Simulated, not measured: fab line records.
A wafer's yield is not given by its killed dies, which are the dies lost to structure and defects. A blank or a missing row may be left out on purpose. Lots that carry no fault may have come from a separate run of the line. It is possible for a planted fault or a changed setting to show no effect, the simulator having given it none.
The tool behind it: which one? + flow nand_harc + Sampling: 13 lots, 39 wafers, 6 of 1159 route steps

== WHAT THE GAUGES SHOWED, per wafer ==
NHARC_P_GATE_INSPECT_68. Usual: raw_defect_count at 225, with a standard deviation of 100.
| lot  | measured     | on                | raw_defect_count | flag |
|------|--------------|-------------------|------------------|------|
| L354 | day 5 08:43  | defect_inspect-02 | 274 268 412      |      |
| L355 | day 5 16:08  | defect_inspect-01 | 265 242 199      |      |
| L356 | day 6 04:10  | defect_inspect-02 | 128 105 126      |      |
| L357 | day 6 03:48  | defect_inspect-01 | 238 256 374      |      |
| L358 | day 6 14:28  | defect_inspect-01 | 136 183 163      |      |
| L359 | day 6 14:59  | defect_inspect-01 | 154 248 178      |      |
| L363 | day 7 22:52  | defect_inspect-01 | 634 723 636      | OFF  |
| L366 | day 8 18:13  | defect_inspect-01 | 221 212 164      |      |
| L369 | day 9 00:43  | defect_inspect-01 | 765 657 790      | OFF  |
| L370 | day 9 13:47  | defect_inspect-01 | 103 93 104       |      |
| L371 | day 9 15:27  | defect_inspect-01 | 205 295 364      |      |
| L372 | day 10 08:19 | defect_inspect-01 | 87 133 232       |      |
| L377 | day 10 23:34 | defect_inspect-02 | 124 145 124      |      |

NHARC_P_CONTACT_CD_MEAS_19. Usual: cd_nm at 89.9 nm, with a standard deviation of 1.1.
| lot  | measured     | on        | cd_nm (nm)     | flag |
|------|--------------|-----------|----------------|------|
| L354 | day 5 11:58  | cd_sem-02 | 89.6 90.0 89.3 |      |
| L355 | day 5 18:55  | cd_sem-03 | 88.9 89.3 89.6 |      |
| L356 | day 6 07:04  | cd_sem-02 | 88.1 89.0 89.1 |      |
| L357 | day 6 06:29  | cd_sem-01 | 91.9 91.5 90.2 |      |
| L358 | day 6 17:08  | cd_sem-02 | 89.9 91.7 89.7 |      |
| L359 | day 6 17:41  | cd_sem-03 | 90.3 90.4 91.6 |      |
| L363 | day 8 02:02  | cd_sem-02 | 91.3 89.5 91.3 |      |
| L366 | day 8 20:46  | cd_sem-01 | 90.4 89.8 90.3 |      |
| L369 | day 9 03:25  | cd_sem-03 | 89.0 88.5 88.5 |      |
| L370 | day 9 16:19  | cd_sem-03 | 89.2 89.5 89.7 |      |
| L371 | day 9 17:59  | cd_sem-01 | 88.9 89.4 92.7 |      |
| L372 | day 10 11:12 | cd_sem-03 | 91.4 90.4 90.4 |      |
| L377 | day 11 02:31 | cd_sem-03 | 90.1 89.0 90.1 |      |

NHARC_END_SORT_01. Usual: killed_at_array 31, standard deviation 12; killed_at_other 0.6, standard deviation 0.85; killed_at_periphery 3.0, standard deviation 2.3; killed_dies 35, standard deviation 12; killed_open 3.2, standard deviation 1.9; killed_short 1.8, standard deviation 1.4.
| lot  | measured     | on        | killed_at_array | killed_at_other | killed_at_periphery | killed_dies | killed_open | killed_short | flag |
|------|--------------|-----------|-----------------|-----------------|---------------------|-------------|-------------|--------------|------|
| L363 | day 21 23:18 | prober-01 | 26 37 31        | 0 1 0           | 84 78 60            | 110 116 91  | 3 2 3       | 2 1 0        | OFF  |
| L369 | day 23 07:27 | prober-01 | 32 26 22        | 0 1 4           | 61 60 78            | 93 87 104   | 1 5 2       | 2 2 0        | OFF  |

== WHICH TOOL RAN EACH LOT (tool, then ch and the chambers of the sampled wafers, then the start) ==
| lot  | NHARC_P_GATE_ALD_36               | NHARC_P_GATE_STRIP_96               | NHARC_P_CONTACT_ETCH_31                       |
|------|-----------------------------------|-------------------------------------|-----------------------------------------------|
| L354 | ald_sin-02 ch 0,1, day 4 15:47    | wet_bench-05 ch 3,4,5, day 5 07:08  | rie_diel-03 ch 0,1, day 5 11:58 or earlier    |
| L355 | ald_sin-01 ch 0,1,3, day 4 22:41  | wet_bench-05 ch 2,3,7, day 5 14:31  | rie_diel-03 ch 0,2,3, day 5 18:55 or earlier  |
| L356 | ald_sin-01 ch 1,3, day 5 11:02    | wet_bench-02 ch 2,3,4, day 6 02:34  | rie_diel-03 ch 0,1,2, day 6 07:04 or earlier  |
| L357 | ald_sin-02 ch 1,2,3, day 5 13:28  | wet_bench-01 ch 0,2,4, day 6 02:12  | rie_diel-12 ch 0,1, day 6 06:29 or earlier    |
| L358 | ald_sin-03 ch 0,2,3, day 5 21:10  | wet_bench-02 ch 1,3,7, day 6 12:47  | rie_diel-03 ch 0,1,3, day 6 17:08 or earlier  |
| L359 | ald_sin-02 ch 0,1,3, day 5 22:51  | wet_bench-05 ch 1,4,5, day 6 13:22  | rie_diel-12 ch 0,1,2, day 6 17:41 or earlier  |
| L363 | ald_sin-03 ch 0,2,3, day 7 07:49  | wet_bench-02 ch 2,3,7, day 7 21:14  | rie_diel-03 ch 1,2,3, day 8 02:02 or earlier  |
| L366 | ald_sin-03 ch 0,1, day 8 00:44    | wet_bench-01 ch 0,2,4, day 8 16:35  | rie_diel-03 ch 0,1,3, day 8 20:46 or earlier  |
| L369 | ald_sin-01 ch 0,1,3, day 8 08:57  | wet_bench-02 ch 1,2,3, day 8 23:08  | rie_diel-03 ch 0,1, day 9 03:25 or earlier    |
| L370 | ald_sin-01 ch 2,3, day 8 21:32    | wet_bench-01 ch 1,4,7, day 9 11:54  | rie_diel-03 ch 0,3, day 9 16:19 or earlier    |
| L371 | ald_sin-02 ch 0,1,3, day 8 21:39  | wet_bench-05 ch 2,3,4, day 9 13:50  | rie_diel-03 ch 0,1,3, day 9 17:59 or earlier  |
| L372 | ald_sin-01 ch 0,2,3, day 9 17:11  | wet_bench-01 ch 1,2,3, day 10 05:56 | rie_diel-03 ch 0,1, day 10 11:12 or earlier   |
| L377 | ald_sin-03 ch 0,2,3, day 10 08:36 | wet_bench-05 ch 0,3,4, day 10 21:57 | rie_diel-03 ch 0,1,3, day 11 02:31 or earlier |
- NHARC_P_GATE_ALD_36: deposits SiNx, target thk 20 nm, pulse time 60 s, ald cycles 223.
- NHARC_P_GATE_STRIP_96: strips in SPM, time 900 s.
- NHARC_P_CONTACT_ETCH_31: etches the open film in CH3F/O2, target depth 30 nm, time 85.7 s.

== AS READ BY THE TOOLS THEMSELVES (means over the sampled wafers that have a number; for cases with no such wafer, the mark the record gives instead) ==
NHARC_P_GATE_ALD_36. Usual: heater_power_w 817 W, standard deviation 90; precursor_pulse_height_rel 1.001, standard deviation 0.021.
| lot  | tool       | heater_power_w (W) | precursor_pulse_height_rel | flag |
|------|------------|--------------------|----------------------------|------|
| L354 | ald_sin-02 | 734                | 0.997                      |      |
| L355 | ald_sin-01 | 817                | 0.982                      |      |
| L356 | ald_sin-01 | 822                | 0.991                      |      |
| L357 | ald_sin-02 | 823                | 1.006                      |      |
| L358 | ald_sin-03 | 829                | 1.011                      |      |
| L359 | ald_sin-02 | 738                | 0.999                      |      |
| L363 | ald_sin-03 | 833                | 1.015                      |      |
| L366 | ald_sin-03 | 753                | 0.997                      |      |
| L369 | ald_sin-01 | 846                | 1.007                      |      |
| L370 | ald_sin-01 | 839                | 1.026                      |      |
| L371 | ald_sin-02 | 746                | 1.016                      |      |
| L372 | ald_sin-01 | 847                | 0.987                      |      |
| L377 | ald_sin-03 | 849                | 1.002                      |      |

NHARC_P_CONTACT_ETCH_31. Usual: drypump_motor_current_A 5.3 A, standard deviation 0.49; oes_product_au 0.980 a.u., standard deviation 0.015; rf_vpp_V 243.9 V, standard deviation 1.7; showerhead_plenum_p_Torr 2.43 Torr, standard deviation 0.11; throttle_valve_pct 20.664 %, standard deviation 0.0096.
| lot  | tool        | drypump_motor_current_A (A) | oes_product_au (a.u.) | rf_vpp_V (V) | showerhead_plenum_p_Torr (Torr) | throttle_valve_pct (%) | flag |
|------|-------------|-----------------------------|-----------------------|--------------|---------------------------------|------------------------|------|
| L354 | rie_diel-03 | 4.7                         | 0.988                 | 245.3        | 2.52                            | 20.665                 |      |
| L355 | rie_diel-03 | 5.4                         | 0.985                 | 243.4        | 2.38                            | 20.662                 |      |
| L356 | rie_diel-03 | 5.1                         | 0.988                 | 244.8        | 2.44                            | 20.665                 |      |
| L357 | rie_diel-12 | 5.4                         | 0.980                 | 245.4        | 2.54                            | 20.667                 |      |
| L358 | rie_diel-03 | 5.0                         | 0.982                 | 243.7        | 2.44                            | 20.667                 |      |
| L359 | rie_diel-12 | 5.5                         | 0.987                 | 245.4        | 2.52                            | 20.666                 |      |
| L363 | rie_diel-03 | 5.3                         | 0.932                 | 243.2        | 2.35                            | 20.665                 | OFF  |
| L366 | rie_diel-03 | 5.0                         | 0.988                 | 243.6        | 2.44                            | 20.664                 |      |
| L369 | rie_diel-03 | 4.7                         | 0.955                 | 245.1        | 2.49                            | 20.663                 |      |
| L370 | rie_diel-03 | 5.3                         | 0.982                 | 243.7        | 2.38                            | 20.660                 |      |
| L371 | rie_diel-03 | 5.0                         | 0.984                 | 244.1        | 2.44                            | 20.667                 |      |
| L372 | rie_diel-03 | 4.7                         | 0.987                 | 245.3        | 2.49                            | 20.663                 |      |
| L377 | rie_diel-03 | 5.0                         | 0.976                 | 242.8        | 2.44                            | 20.667                 |      |

== THE ANSWER, worked out from the rows above alone ==
Rule: a lot is off if the mean of its wafers that have a number lies more than 3 standard deviations from the usual mean. Also off: a lot with no number at a reading for which 4 or more lots have one. All remaining lots with rows at the step are treated as sound. First the gauges in route order, then the tools' own readings, where a lot's mean is used as printed above. At the first step where some lot is off, the reading lying furthest off is the one used; lots without a number count as furthest.
Off, at NHARC_P_GATE_INSPECT_68 on raw_defect_count: L363, L369.
If a tool, at a process step before that reading, ran all the lots that are off and no sound lot after the first of them, it fits. The gauges at NHARC_P_GATE_INSPECT_68 aren't tried: what is off there is off at NHARC_END_SORT_01 too, on other tools, and a gauge's error can't cause that. One fits: NHARC_P_GATE_STRIP_96 on wet_bench-02. A fault onset in the window from L358 (day 6 12:47, its last sound lot) to L363 (day 7 21:14, its first lot off) fits.

== WHAT THE SIMULATOR PUT IN ==
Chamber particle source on wet_bench-02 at NHARC_P_GATE_STRIP_96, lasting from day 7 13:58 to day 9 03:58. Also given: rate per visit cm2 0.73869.
Lots struck among those shown: L363, L369. The rule above found the same.
